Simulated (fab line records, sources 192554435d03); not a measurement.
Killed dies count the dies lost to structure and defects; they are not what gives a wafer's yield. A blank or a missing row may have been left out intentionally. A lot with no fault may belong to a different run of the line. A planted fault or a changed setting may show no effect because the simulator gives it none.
Split-lot trial | flow n5 finfet | on a route of 1938 steps: 7 lots, 21 wafers read

SPLIT DETAILS
At N5_MOL_CONTACT_COAG_ETCH_110 (etches Si in CF4/O2, target depth 2.5 nm, time 8 s), the setting bias w was moved away from the recipe's 12 W on 7 of the 21 wafers read, by -13.2% to +17.6%. For the rest of the wafers, this setting stayed at what the recipe calls for.

The split's own step is where the reading is taken.

THE READING
rf vpp V, in V, at N5_MOL_CONTACT_COAG_ETCH_110 (etches Si in CF4/O2, target depth 2.5 nm, time 8 s). Fault-free wafers of this fab line usually give 128 V, standard deviation 3.4 V.

wafer  | tool, chamber at the split | bias w as run, W | against the recipe | rf vpp V, V | against lot-mates on the recipe
L076.1 | rie diel-03, 0             | 12               | recipe             | 127         | -
L076.2 | rie diel-03, 3             | 12               | recipe             | 122         | -
L076.6 | rie diel-03, 2             | 12               | recipe             | 133         | -
L074.4 | rie diel-03, 0             | 12               | recipe             | 129         | -
L074.5 | rie diel-03, 3             | 10.67            | -11.1%             | 111         | -18
L074.6 | rie diel-03, 2             | 10.67            | -11.1%             | 119         | -10
L080.1 | rie diel-03, 2             | 12               | recipe             | 133         | -
L080.2 | rie diel-03, 0             | 12               | recipe             | 125         | -
L080.5 | rie diel-03, 2             | 12               | recipe             | 134         | -
L084.2 | rie diel-01, 2             | 12               | recipe             | 128         | -
L084.3 | rie diel-01, 0             | 12               | recipe             | 129         | -
L084.6 | rie diel-01, 1             | 12               | recipe             | 130         | -
L088.1 | rie diel-03, 0             | 12               | recipe             | 126         | -
L088.2 | rie diel-03, 1             | 10.41            | -13.2%             | 114         | -12
L088.5 | rie diel-03, 1             | 10.41            | -13.2%             | 114         | -12
L093.1 | rie diel-01, 2             | 12               | recipe             | 129         | -
L093.3 | rie diel-01, 0             | 14.11            | +17.6%             | 149         | +20
L093.6 | rie diel-01, 1             | 14.11            | +17.6%             | 147         | +18
L097.1 | rie diel-03, 1             | 12               | recipe             | 129         | -
L097.2 | rie diel-03, 2             | 13.59            | +13.3%             | 148         | +18
L097.6 | rie diel-03, 2             | 12               | recipe             | 132         | -

THE FIT
A straight line over all 21 wafers: rf vpp V changes by +1.17 V for each +1% of bias w; r = +0.95; the points scatter about the line by 3.2 V.
The same after taking each lot's own level away (the mean of its wafers on the recipe; 21 wafers): +1.1 V for each +1%; r = +0.95; scatter 3.1 V.
The reading moves by 19 V for the largest change in bias w, on that fit.
The lots' own levels span 126.0 to 130.7 V, that is 1.4 times the standard deviation above.
So the lot-to-lot level changes the slope little: the two slopes agree.
Check: +19.3 V against its lot-mates is what the line predicts for one of the wafers moved furthest among these (+17.6%) when that wafer is left out of the fit. Against them it came out at +20 V.
Tool readings at the split's step, against how far the setting was moved: rf vpp V r = +0.95.

THESE WAFERS: OTHER SPLITS
Other splits were also applied to these wafers ahead of the reading. Each is held against what the fit with the lots' levels taken away leaves over:
other split on the same wafers   | wafers away from the commonest value | r with rf vpp V (lot level and that fit taken away)
N5_HKMG_FIN_HK_ALD_01 ald cycles | 5                                    | +0.38
N5_GATE_CUT_ETCH_58 time s       | 5                                    | +0.36
N5_GATE_CUT_COAT_27 spin rpm     | 12                                   | -0.32

THE FILE'S OWN FIT
rf vpp V changes by +1.11 V for each +1% of bias w, r = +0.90.
